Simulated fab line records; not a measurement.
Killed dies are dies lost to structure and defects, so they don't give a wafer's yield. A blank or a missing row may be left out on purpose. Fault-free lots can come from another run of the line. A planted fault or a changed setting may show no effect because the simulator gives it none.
8D (eight disciplines) problem report, filled in by code / flow n5 finfet / the parts of the form that need people (team, actions taken, sign-off) are left out

1. WHAT IS WRONG
bias w at N5_BEOL_M13_ETCH_67 reads a mean of 34.09 W on 5 wafers of 3 lots; wafers without a fault read 35.99 W with a standard deviation of 0.12. That puts it -16 standard deviations away from the usual mean.
The step: etches SiARC in CF4, target depth 143 nm, time 238.3 s.
Seen first at day 14 00:33 on rie diel-06, wafer L621.6. At this step, 33 wafers from 11 lots have a number in the record. Rule for "out", or "out of limits": more than 4 standard deviations from the usual mean. The other wafers with a number count as sound.

2. WHAT THIS IS AND IS NOT
question=which readings at this step | is=bias w, rf vpp V | is not=drypump motor current A, etch rf on time s, oes product au, showerhead plenum p Torr, throttle valve pct
question=which lots | is=L621, L623, L625 | is not=L611, L614, L618, L619, L622, L627, L631, L633
question=which wafers of those lots | is=L621.6, L623.2, L623.4, L625.2, L625.5 | is not=L621.1, L621.3, L623.3, L625.1
question=read on which tools | is=rie diel-06 | is not=rie diel-02, rie diel-05
question=when | is=from day 14 00:33 | is not=up to then (17 sound wafers); but 11 sound wafers of L623, L625, L627, L631, L633 came after

3. SUSPECTS, AND WHAT RULES EACH OUT
Counting: a tool at a process step up to the reading stays a suspect if it ran every lot that is out. Sound lots after the first of them don't rule it out here, since some wafers of a struck lot are sound.
- rie diel-06 at N5_BEOL_M13_ETCH_67 (etches SiARC in CF4, target depth 143 nm, time 238.3 s): kept. Ran every lot that is out, first one L621 (day 14 00:33); last sound lot up to then L619 (day 13 03:15). On those wafers its own readings are out: bias w, rf vpp V.
- At N5_BEOL_M13_ETCH_67, inside rie diel-06: chamber 0 took the wafers that are out, while their sound lot-mates went through chambers 1, 3.
Left after counting: rie diel-06 at N5_BEOL_M13_ETCH_67.

4. THE CAUSE (what the simulator had put in)
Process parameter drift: rie diel-06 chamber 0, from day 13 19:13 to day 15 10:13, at N5_BEOL_M13_ETCH_67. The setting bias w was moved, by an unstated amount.
Only this tool survived the counting.

5. THE EFFECT CHAIN, in route order
Rows list readings where the struck wafers' mean (over those with a number) sits beyond 3 standard deviations from the usual. Only readings whose record carries a usual standard deviation are examined. hours: median over the lots of the time between each lot's start at the first step of this table that gives one and its start at this step. sigmas: the change, counted in usual standard deviations.
hours=0; step=N5_BEOL_M13_ETCH_67; reading=bias w; usual=35.99 W; on struck wafers=34.09; change=-1.90; sigmas=-16
hours=0; step=N5_BEOL_M13_ETCH_67; reading=rf vpp V; usual=184.5 V; on struck wafers=176.3; change=-8.2; sigmas=-6.3
The process steps in it:
- N5_BEOL_M13_ETCH_67: etches SiARC in CF4, target depth 143 nm, time 238.3 s.

6. HOW IT WOULD HAVE BEEN CAUGHT EARLIER
In this record the first reading out of limits was taken at day 14 00:33, 5 hours after the fault began at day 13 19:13.
